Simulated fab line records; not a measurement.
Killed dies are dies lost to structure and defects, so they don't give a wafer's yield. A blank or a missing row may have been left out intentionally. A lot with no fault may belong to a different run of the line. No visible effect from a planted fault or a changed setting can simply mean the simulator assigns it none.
fab line records	flow n5_finfet
record lots=7	wafers=39
route steps=1938 shown FIN_SAQP@125 DUMMY_GATE@228 SD_EPI_N@267 SD_EPI_P@310 HKMG_FIN@456 GATE_CUT@500 MOL_CONTACT_COAG@599 PASSIVATION@1936
start_h: the number of hours between the record's first day and the start of the first shown wafer of the lot	wait_h: hours elapsed since this lot's preceding step	" as in the row above	L1.1+2: one row covering several wafers at once	- no value, or no start given	* or withheld: withheld	< > ~ a bound
route shown NAME@n: a module of which the file shows steps, and the number in the route of the first	usual: the fault-free wafers' mean and standard deviation	same: alike in all rows	chamber/n: place in a boat	sites: per-site readings	_std_site: how widely they spread, as a standard deviation	_edge_site: mean of outer sites minus mean of inner sites	radius_mm: how far each site lies from the wafer's centre	mask NAME#n: copy n	behind: tool/chamber where the wafer was last shaped	hold: the reason the lot was held/the length of the hold in hours/how it ended	device: the n, p or np transistor that did not switch	end of line: tests run on the same wafers once the route is complete	where a step has no rows: the recipe by itself	killed: at the first sort, the dies lost to defects and structure; wafer yield is something else	map: dies across one wafer; x = killed, . = not, _ = none there
set.NAME: the setting as run; set.NAME@STEP: as run at that earlier step	model.NAME: the simulator's own value behind a step, which no gauge read
one table per step and one row per wafer, for lots whose settings were changed on purpose
## steps
# step N5_FIN_SAQP_SPACER1_ALD_24
# recipe material=SiO2	target_thk_a=203	temp_c=300	ald_precursor_family=BDEAS	ald_co_reactant=O2-plasma	pulse_time_s=1	purge_time_s=2	co_reactant_purge_time_s=2	ald_cycles=218	pressure_torr=2
# step N5_FIN_SAQP_FIN_ETCH_36
# recipe chemistry=HBr/Cl2/O2	target_depth_a=1200	mask_material=SiNx	time_s=50.4	bias_w=102	pressure_mtorr=10	icp_w=800	HBr_flow_sccm=150	Cl2_flow_sccm=80	O2_flow_sccm=12
# step N5_DUMMY_GATE_EXPOSE_12
# recipe mask_id=GATE	na=0.33	source_shape=annular	sigma_inner=0.2	sigma_outer=0.6	polarization=unpolarized	target_cd_nm=25	dose_mj=34
# step N5_DUMMY_GATE_ETCH_37
# recipe chemistry=N2/H2	target=SOC	target_depth_a=600	overetch_a=300	temp_c=40	ion_energy_ev=200	pressure_mtorr=30	source_w=840	bias_w=150	n2_flow_sccm=200	h2_flow_sccm=200
# step N5_SD_EPI_N_EXPOSE_06
# recipe mask_id=SD_N_BLK	na=1.35	source_shape=conventional	sigma_outer=0.8	polarization=unpolarized	target_cd_nm=120	dose_mj=39.75
# step N5_SD_EPI_P_ETCHBACK_46
# recipe chemistry=CH3F/O2	mode=anisotropic_etchback	target=SiNx	target_depth_a=175	stop_on=SiO2	over_etch_frac=0.3	ion_energy_ev=120	pressure_mtorr=30	source_w=395	bias_w=73	Ar_flow_sccm=150	CH3F_flow_sccm=30	O2_flow_sccm=20
# step N5_HKMG_FIN_ALD_21
# recipe material=TiN	target_thk_a=15	temp_c=400	ald_precursor_family=TiCl4	ald_co_reactant=NH3	pulse_time_s=1	purge_time_s=3	co_reactant_purge_time_s=2	co_reactant_pulse_time_s=2	ald_cycles=68	pressure_torr=3
# step N5_GATE_CUT_CUT_ETCH_53
# recipe chemistry=SF6/Cl2	target=W	mask_material=SiO2	target_depth_a=792	pressure_mtorr=8	icp_w=900	bias_w=80	SF6_flow_sccm=40	Cl2_flow_sccm=60	ends=cleared
# step N5_MOL_CONTACT_COAG_EXPOSE_37
# recipe mask_id=VD	na=0.33	source_shape=annular	sigma_inner=0.3	sigma_outer=0.7	polarization=unpolarized	defocus_nm=0	dose_mj=62
# step N5_PASSIVATION_PROBE_49
# usual killed_at_contacts=12/5.6	killed_dies=103/18	killed_on_rim=14/4.5
lot.wafer	tool	chamber	start_h	wait_h	set.temp_c@FIN_SAQP_SPACER1_ALD_24	set.bias_w@FIN_SAQP_FIN_ETCH_36	set.dose_mj@DUMMY_GATE_EXPOSE_12	set.source_w@DUMMY_GATE_ETCH_37	set.dose_mj@SD_EPI_N_EXPOSE_06	set.over_etch_frac@SD_EPI_P_ETCHBACK_46	set.temp_c@HKMG_FIN_ALD_21	set.icp_w@GATE_CUT_CUT_ETCH_53	set.dose_mj@MOL_CONTACT_COAG_EXPOSE_37	killed_at_contacts	killed_dies	killed_on_rim
L075.1	prober-02	-	291.86	0.8	300	118.4	34	840	41.11	0.3	410.4	900	64.06	10	72	14
L075.2	prober-02	-	291.91	0.9	291.1	102	34	840	39.75	0.3	410.4	900	62	22	109	14
L075.3	prober-02	-	291.96	0.9	300	118.4	34	840	39.75	0.2785	400	900	62	15	117	16
L075.4	prober-02	-	292.01	1.0	291.1	102	34	840	39.75	0.2785	410.4	900	64.06	12	94	17
L075.5	prober-02	-	292.06	1.0	300	102	34	840	41.11	0.3	400	900	62	15	94	8
L075.6	prober-02	-	292.11	1.1	291.1	118.4	34	840	41.11	0.2785	400	900	64.06	19	99	12
L082.1	prober-01	-	326.26	0.0	300	90.37	34	791.6	39.75	0.3	381.2	738.5	58.55	83	179	31
L082.2	prober-01	-	326.31	0.1	287.6	90.37	35.65	840	39.75	0.2837	381.2	738.5	62	11	129	17
L082.3	prober-01	-	326.36	0.1	300	102	34	791.6	39.75	0.2837	381.2	900	62	6	129	17
L082.4	prober-01	-	326.41	0.2	300	102	35.65	840	39.75	0.3	400	900	62	4	103	12
L082.5	prober-01	-	326.46	0.2	287.6	90.37	34	840	39.75	0.2837	400	900	58.55	83	214	31
L082.6	prober-01	-	326.51	0.3	287.6	102	35.65	791.6	39.75	0.3	400	738.5	58.55	91	180	19
L080.3	prober-01	-	331.57	0.1	300	102	34	840	39.75	0.3	400	900	62	7	117	8
L080.4	prober-01	-	331.62	0.2	300	102	34	840	39.75	0.3	400	900	62	13	91	8
L080.6	prober-01	-	331.72	0.3	300	102	34	840	39.75	0.3	400	900	62	13	89	9
L083.1	prober-02	-	349.71	2.4	300	120	34	906.1	39.75	0.3	393.2	900	62	11	101	18
L083.2	prober-02	-	349.76	2.5	311.6	102	31.45	840	39.75	0.3	393.2	990	66.71	4	94	11
L083.3	prober-02	-	349.81	2.5	311.6	120	31.45	906.1	39.75	0.3083	400	900	62	11	105	5
L083.4	prober-02	-	349.86	2.6	300	102	31.45	840	40.63	0.3083	400	990	62	7	92	10
L083.5	prober-02	-	349.91	2.6	311.6	120	34	840	40.63	0.3	400	900	66.71	4	92	14
L083.6	prober-02	-	349.96	2.7	300	102	34	906.1	40.63	0.3083	393.2	990	66.71	9	81	6
L088.1	prober-01	-	379.42	0.0	300	113	34	840	38.94	0.3	400	964.4	62	20	98	13
L088.2	prober-01	-	379.47	0.1	300	102	34	888.2	39.75	0.3	386.9	964.4	64.74	8	115	22
L088.3	prober-01	-	379.52	0.1	300	113	34	840	38.94	0.3	386.9	964.4	62	18	127	21
L088.4	prober-01	-	379.57	0.2	300	102	34	888.2	38.94	0.3	400	900	64.74	25	110	12
L088.5	prober-01	-	379.62	0.2	300	113	34	888.2	39.75	0.3	386.9	900	62	8	117	14
L088.6	prober-01	-	379.67	0.3	300	102	34	840	39.75	0.3	400	900	64.74	13	98	17
L094.1	prober-01	-	407.35	0.0	300	102	35.11	840	41.72	0.306	388.7	975.8	62	18	137	19
L094.2	prober-01	-	407.40	0.1	300	102	35.11	840	39.75	0.3	388.7	900	57.66	189	319	42
L094.3	prober-01	-	407.45	0.1	300	102	35.11	840	41.72	0.3	400	900	57.66	211	313	49
L094.4	prober-01	-	407.50	0.2	300	102	34	840	39.75	0.3	400	975.8	62	20	130	19
L094.5	prober-01	-	407.55	0.2	300	102	34	840	39.75	0.306	388.7	975.8	57.66	225	321	37
L094.6	prober-01	-	407.60	0.3	300	102	34	840	41.72	0.306	400	900	62	23	115	12
L097.1	prober-01	-	416.36	0.0	300	116.9	35.65	840	37.74	0.3193	384.6	900	62	3	80	13
L097.2	prober-01	-	416.41	0.1	300	102	34	840	37.74	0.3193	400	980.4	57.57	207	303	35
L097.3	prober-01	-	416.46	0.1	314.3	116.9	35.65	840	37.74	0.3	384.6	980.4	62	14	110	13
L097.4	prober-01	-	416.51	0.2	314.3	116.9	34	840	39.75	0.3	400	980.4	57.57	218	308	38
L097.5	prober-01	-	416.56	0.2	314.3	102	34	840	39.75	0.3193	384.6	900	57.57	209	289	39
L097.6	prober-01	-	416.61	0.3	300	102	35.65	840	39.75	0.3	400	900	62	13	96	14
# killed by level:class
L075.1 BEOL_M0_SAQP:geometric_particle:short=9 MOL_CONTACT_COAG:geometric_particle:open=7 BEOL_M0_SAQP:geometric_particle:open=7 STARTING-WAFER:geometric_particle:open=6 DUMMY_GATE:geometric_particle:open=4 ILD0:geometric_particle:short=4 ILD0:geometric_particle:open=4 BEOL_M8:geometric_particle:open=4
L075.2 MOL_CONTACT_COAG:geometric_particle:open=19 BEOL_M0_SAQP:geometric_particle:short=15 BEOL_M0_SAQP:geometric_particle:open=14 GATE_CUT:geometric_particle:short=6 BEOL_M2:geometric_particle:open=6 STI_FIN_REVEAL:geometric_particle:open=5 FIN_SAQP:geometric_particle:open=4 SPACER0:geometric_particle:open=4
L075.3 FIN_SAQP:geometric_particle:open=16 BEOL_M0_SAQP:geometric_particle:open=15 MOL_CONTACT_COAG:geometric_particle:open=13 BEOL_M0_SAQP:geometric_particle:short=13 STI_FIN_REVEAL:geometric_particle:open=10 BEOL_M2:geometric_particle:short=5 STARTING-WAFER:geometric_particle:open=5 FIN_SAQP:geometric_particle:short=3
L075.4 BEOL_M0_SAQP:geometric_particle:open=13 FIN_SAQP:geometric_particle:open=11 MOL_CONTACT_COAG:geometric_particle:open=10 STI_FIN_REVEAL:geometric_particle:open=9 BEOL_M0_SAQP:geometric_particle:short=7 ILD0:geometric_particle:open=4 STARTING-WAFER:geometric_particle:short=4 FIN_SAQP:geometric_particle:short=3
L075.5 BEOL_M0_SAQP:geometric_particle:open=14 MOL_CONTACT_COAG:geometric_particle:open=13 BEOL_M0_SAQP:geometric_particle:short=13 PASS1_CAP:geometric_particle:open=6 BEOL_M3:geometric_particle:open=5 STARTING-WAFER:geometric_particle:open=5 STARTING-WAFER:geometric_particle:short=5 BEOL_M1:geometric_particle:open=4
L075.6 MOL_CONTACT_COAG:geometric_particle:open=15 BEOL_M2:geometric_particle:open=9 BEOL_M0_SAQP:geometric_particle:short=9 BEOL_M0_SAQP:geometric_particle:open=6 BEOL_M4:geometric_particle:open=5 FIN_SAQP:geometric_particle:open=4 STI_FIN_REVEAL:geometric_particle:open=4 GATE_CUT:geometric_particle:short=4
L082.1 MOL_CONTACT_COAG:area_expose=68 MOL_CONTACT_COAG:geometric_particle:open=14 BEOL_M0_SAQP:geometric_particle:short=14 BEOL_M3:geometric_particle:open=7 BEOL_M0_SAQP:geometric_particle:open=6 FIN_SAQP:geometric_particle:short=5 FIN_SAQP:geometric_particle:open=5 STI_FIN_REVEAL:geometric_particle:open=5
L082.2 BEOL_M0_SAQP:geometric_particle:short=14 STI_FIN_REVEAL:geometric_particle:open=13 BEOL_M0_SAQP:geometric_particle:open=11 MOL_CONTACT_COAG:geometric_particle:open=8 BEOL_M4:geometric_particle:open=7 BEOL_M5:geometric_particle:open=7 BEOL_M3:geometric_particle:open=6 DUMMY_GATE:geometric_particle:open=6
L082.3 BEOL_M0_SAQP:geometric_particle:short=17 BEOL_M0_SAQP:geometric_particle:open=16 HKMG_FIN:area_etch=13 BEOL_M1:geometric_particle:open=9 STI_FIN_REVEAL:geometric_particle:open=6 ILD0:geometric_particle:open=6 MOL_CONTACT_COAG:geometric_particle:open=5 BEOL_M2:geometric_particle:open=5
L082.4 BEOL_M0_SAQP:geometric_particle:open=13 FIN_SAQP:geometric_particle:open=11 FIN_SAQP:geometric_particle:short=9 BEOL_M0_SAQP:geometric_particle:short=8 BEOL_M3:geometric_particle:open=7 DUMMY_GATE:geometric_particle:open=6 BEOL_M1:geometric_particle:open=6 BEOL_M4:geometric_particle:open=4
L082.5 MOL_CONTACT_COAG:area_expose=73 BEOL_M0_SAQP:geometric_particle:open=17 BEOL_M4:geometric_particle:open=17 BEOL_M0_SAQP:geometric_particle:short=15 BEOL_M1:geometric_particle:open=9 MOL_CONTACT_COAG:geometric_particle:open=7 BEOL_M2:geometric_particle:open=7 ILD0:geometric_particle:open=6
L082.6 MOL_CONTACT_COAG:area_expose=81 STI_FIN_REVEAL:geometric_particle:open=10 MOL_CONTACT_COAG:geometric_particle:open=8 BEOL_M4:geometric_particle:open=8 FIN_SAQP:geometric_particle:short=7 BEOL_M0_SAQP:geometric_particle:open=7 FIN_SAQP:geometric_particle:open=6 GATE_CUT:geometric_particle:short=6
L080.3 STI_FIN_REVEAL:geometric_particle:open=30 BEOL_M1:geometric_particle:open=10 GATE_CUT:geometric_particle:short=9 BEOL_M4:geometric_particle:open=8 STI_FIN_REVEAL:geometric_particle:short=5 BEOL_M2:geometric_particle:open=5 MOL_CONTACT_COAG:geometric_particle:open=5 GATE_CUT:geometric_particle:open=4
L080.4 STI_FIN_REVEAL:geometric_particle:open=21 MOL_CONTACT_COAG:geometric_particle:open=12 BEOL_M4:geometric_particle:open=5 FIN_SAQP:geometric_particle:open=4 GATE_CUT:geometric_particle:short=4 BEOL_M0_SAQP:geometric_particle:open=4 BEOL_M0_SAQP:geometric_particle:short=4 BEOL_M1:geometric_particle:open=4
L080.6 STI_FIN_REVEAL:geometric_particle:open=14 MOL_CONTACT_COAG:geometric_particle:open=12 BEOL_M0_SAQP:geometric_particle:open=9 BEOL_M1:geometric_particle:open=7 BEOL_M4:geometric_particle:open=5 BEOL_M3:geometric_particle:open=5 BEOL_M8:geometric_particle:open=4 GATE_CUT:geometric_particle:short=4
L083.1 FIN_SAQP:geometric_particle:open=13 MOL_CONTACT_COAG:geometric_particle:open=10 FIN_SAQP:geometric_particle:short=9 BEOL_M2:geometric_particle:open=7 BEOL_M3:geometric_particle:open=6 GATE_CUT:geometric_particle:short=5 BEOL_M3:geometric_particle:short=4 STI_FIN_REVEAL:geometric_particle:open=3
L083.2 FIN_SAQP:geometric_particle:open=12 FIN_SAQP:geometric_particle:short=9 DUMMY_GATE:area_expose=6 BEOL_M4:geometric_particle:short=5 BEOL_M1:geometric_particle:open=5 GATE_CUT:geometric_particle:short=5 BEOL_M5:geometric_particle:open=5 ILD0:geometric_particle:short=4
L083.3 FIN_SAQP:geometric_particle:open=13 FIN_SAQP:geometric_particle:short=10 MOL_CONTACT_COAG:geometric_particle:open=10 BEOL_M0_SAQP:geometric_particle:short=10 DUMMY_GATE:area_expose=7 BEOL_M5:geometric_particle:open=6 BEOL_M4:geometric_particle:short=5 STI_FIN_REVEAL:geometric_particle:open=4
L083.4 DUMMY_GATE:area_expose=15 FIN_SAQP:geometric_particle:open=8 FIN_SAQP:geometric_particle:short=6 STI_FIN_REVEAL:geometric_particle:open=6 GATE_CUT:geometric_particle:short=6 MOL_CONTACT_COAG:geometric_particle:open=6 DUMMY_GATE:geometric_particle:short=4 DUMMY_GATE:geometric_particle:open=4
L083.5 FIN_SAQP:geometric_particle:open=8 DUMMY_GATE:geometric_particle:open=8 FIN_SAQP:geometric_particle:short=7 BEOL_M4:geometric_particle:open=7 BEOL_M5:geometric_particle:open=6 PAD_METAL:geometric_particle:short=4 GATE_CUT:geometric_particle:short=3 BEOL_M0_SAQP:geometric_particle:open=3
L083.6 FIN_SAQP:geometric_particle:open=11 FIN_SAQP:geometric_particle:short=9 MOL_CONTACT_COAG:geometric_particle:open=8 DUMMY_GATE:geometric_particle:open=4 BEOL_M1:geometric_particle:open=4 BEOL_M4:geometric_particle:open=4 STI_FIN_REVEAL:geometric_particle:open=3 GATE_CUT:geometric_particle:short=3
L088.1 MOL_CONTACT_COAG:geometric_particle:open=16 FIN_SAQP:geometric_particle:open=10 FIN_SAQP:geometric_particle:short=7 STI_FIN_REVEAL:geometric_particle:open=7 DUMMY_GATE:geometric_particle:open=6 BEOL_M2:geometric_particle:open=6 BEOL_M5:geometric_particle:open=6 MOL_CONTACT_COAG:geometric_particle:short=4
L088.2 BEOL_M1:geometric_particle:open=15 STI_FIN_REVEAL:geometric_particle:open=14 BEOL_M5:geometric_particle:open=7 STI_FIN_REVEAL:geometric_particle:short=6 MOL_CONTACT_COAG:geometric_particle:open=6 BEOL_M3:geometric_particle:open=6 FIN_SAQP:geometric_particle:open=5 DUMMY_GATE:geometric_particle:open=5
L088.3 MOL_CONTACT_COAG:geometric_particle:open=16 FIN_SAQP:geometric_particle:open=15 DUMMY_GATE:geometric_particle:open=14 BEOL_M0_SAQP:geometric_particle:open=11 STI_FIN_REVEAL:geometric_particle:open=9 BEOL_M1:geometric_particle:open=9 BEOL_M4:geometric_particle:open=7 BEOL_M2:geometric_particle:open=6
L088.4 MOL_CONTACT_COAG:geometric_particle:open=19 BEOL_M0_SAQP:geometric_particle:open=11 STI_FIN_REVEAL:geometric_particle:open=10 FIN_SAQP:geometric_particle:open=7 BEOL_M2:geometric_particle:open=6 MOL_CONTACT_COAG:geometric_particle:short=6 BEOL_M0_SAQP:geometric_particle:short=5 GATE_CUT:geometric_particle:short=4
L088.5 BEOL_M1:geometric_particle:open=21 FIN_SAQP:geometric_particle:open=13 BEOL_M0_SAQP:geometric_particle:open=12 BEOL_M0_SAQP:geometric_particle:short=9 MOL_CONTACT_COAG:geometric_particle:open=8 STI_FIN_REVEAL:geometric_particle:open=7 BEOL_M1:geometric_particle:short=7 BEOL_M2:geometric_particle:open=5
L088.6 MOL_CONTACT_COAG:geometric_particle:open=12 BEOL_M1:geometric_particle:open=8 FIN_SAQP:geometric_particle:short=7 DUMMY_GATE:geometric_particle:open=7 BEOL_M0_SAQP:geometric_particle:short=7 BEOL_M3:geometric_particle:open=7 FIN_SAQP:geometric_particle:open=6 BEOL_M0_SAQP:geometric_particle:open=6
L094.1 FIN_SAQP:geometric_particle:open=25 MOL_CONTACT_COAG:geometric_particle:open=14 BEOL_M2:geometric_particle:open=12 BEOL_M0_SAQP:geometric_particle:open=11 BEOL_M0_SAQP:geometric_particle:short=11 FIN_SAQP:geometric_particle:short=9 BEOL_M3:geometric_particle:open=6 BEOL_M1:geometric_particle:open=5
L094.2 MOL_CONTACT_COAG:area_expose=163 FIN_SAQP:geometric_particle:open=21 MOL_CONTACT_COAG:geometric_particle:open=20 FIN_SAQP:geometric_particle:short=14 BEOL_M4:geometric_particle:open=14 BEOL_M2:geometric_particle:open=11 BEOL_M3:geometric_particle:open=11 BEOL_M0_SAQP:geometric_particle:open=8
L094.3 MOL_CONTACT_COAG:area_expose=181 MOL_CONTACT_COAG:geometric_particle:open=18 FIN_SAQP:geometric_particle:short=14 FIN_SAQP:geometric_particle:open=13 MOL_CONTACT_COAG:geometric_particle:short=12 PAD_METAL:geometric_particle:open=7 GATE_CUT:geometric_particle:short=6 BEOL_M3:geometric_particle:open=6
L094.4 BEOL_M2:geometric_particle:open=18 FIN_SAQP:geometric_particle:open=16 FIN_SAQP:geometric_particle:short=15 MOL_CONTACT_COAG:geometric_particle:open=13 BEOL_M2:geometric_particle:short=9 MOL_CONTACT_COAG:geometric_particle:short=7 BEOL_M0_SAQP:geometric_particle:open=6 BEOL_M1:geometric_particle:open=6
L094.5 MOL_CONTACT_COAG:area_expose=202 MOL_CONTACT_COAG:geometric_particle:open=18 FIN_SAQP:geometric_particle:open=11 BEOL_M2:geometric_particle:open=11 FIN_SAQP:geometric_particle:short=9 BEOL_M0_SAQP:geometric_particle:short=7 DUMMY_GATE:geometric_particle:open=6 MOL_CONTACT_COAG:geometric_particle:short=5
L094.6 MOL_CONTACT_COAG:geometric_particle:open=20 BEOL_M2:geometric_particle:open=14 FIN_SAQP:geometric_particle:open=13 FIN_SAQP:geometric_particle:short=13 BEOL_M3:geometric_particle:open=8 BEOL_M1:geometric_particle:open=7 BEOL_M4:geometric_particle:open=5 BEOL_M0_SAQP:geometric_particle:open=4
L097.1 STI_FIN_REVEAL:geometric_particle:open=12 FIN_SAQP:geometric_particle:short=7 BEOL_M3:geometric_particle:open=7 FIN_SAQP:geometric_particle:open=6 BEOL_M2:geometric_particle:open=6 BEOL_M1:geometric_particle:open=4 STI_FIN_REVEAL:geometric_particle:short=3 DUMMY_GATE:geometric_particle:open=3
L097.2 MOL_CONTACT_COAG:area_expose=198 BEOL_M1:geometric_particle:open=10 FIN_SAQP:geometric_particle:open=8 FIN_SAQP:geometric_particle:short=7 STI_FIN_REVEAL:geometric_particle:open=7 MOL_CONTACT_COAG:geometric_particle:open=7 BEOL_M0:geometric_particle:open=5 DUMMY_GATE:geometric_particle:open=4
L097.3 STI_FIN_REVEAL:geometric_particle:open=9 MOL_CONTACT_COAG:geometric_particle:open=9 BEOL_M4:geometric_particle:open=9 FIN_SAQP:geometric_particle:open=8 BEOL_M3:geometric_particle:open=7 FIN_SAQP:geometric_particle:short=6 BEOL_M1:geometric_particle:open=5 MOL_CONTACT_COAG:geometric_particle:short=5
L097.4 MOL_CONTACT_COAG:area_expose=212 STI_FIN_REVEAL:geometric_particle:open=13 BEOL_M0_SAQP:geometric_particle:open=9 BEOL_M2:geometric_particle:open=9 FIN_SAQP:geometric_particle:short=7 FIN_SAQP:geometric_particle:open=6 STI_FIN_REVEAL:geometric_particle:short=5 GATE_CUT:geometric_particle:short=4
L097.5 MOL_CONTACT_COAG:area_expose=202 FIN_SAQP:geometric_particle:open=15 FIN_SAQP:geometric_particle:short=10 MOL_CONTACT_COAG:geometric_particle:open=7 STI_FIN_REVEAL:geometric_particle:open=5 BEOL_M2:geometric_particle:open=5 STI_FIN_REVEAL:geometric_particle:short=3 GATE_CUT:geometric_particle:short=3
L097.6 BEOL_M2:geometric_particle:open=13 MOL_CONTACT_COAG:geometric_particle:open=10 BEOL_M4:geometric_particle:open=10 FIN_SAQP:geometric_particle:short=6 STI_FIN_REVEAL:geometric_particle:open=6 ILD0:geometric_particle:open=4 HKMG_FIN:area_etch=4 FIN_SAQP:geometric_particle:open=3
## key
split step=N5_FIN_SAQP_SPACER1_ALD_24	setting=temp_c	stated_as=300
response none clear
split step=N5_FIN_SAQP_FIN_ETCH_36	setting=bias_w	stated_as=102
response none clear
split step=N5_DUMMY_GATE_EXPOSE_12	setting=dose_mj	stated_as=34
response none clear
split step=N5_DUMMY_GATE_ETCH_37	setting=source_w	stated_as=840
response none clear
split step=N5_SD_EPI_N_EXPOSE_06	setting=dose_mj	stated_as=39.75
response none clear
split step=N5_SD_EPI_P_ETCHBACK_46	setting=over_etch_frac	stated_as=0.3
response none clear
split step=N5_HKMG_FIN_ALD_21	setting=temp_c	stated_as=400
response none clear
split step=N5_GATE_CUT_CUT_ETCH_53	setting=icp_w	stated_as=900
response none clear
split step=N5_MOL_CONTACT_COAG_EXPOSE_37	setting=dose_mj	stated_as=62
response step=N5_PASSIVATION_PROBE_49	reading=killed_dies	slope=-17.5	per=1%	together_with=all	explained=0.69
response step=N5_PASSIVATION_PROBE_49	reading=killed_at_contacts	slope=-16.5	per=1%	together_with=all	explained=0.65
response step=N5_PASSIVATION_PROBE_49	reading=killed_on_rim	slope=-2.37	per=1%	together_with=all	explained=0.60
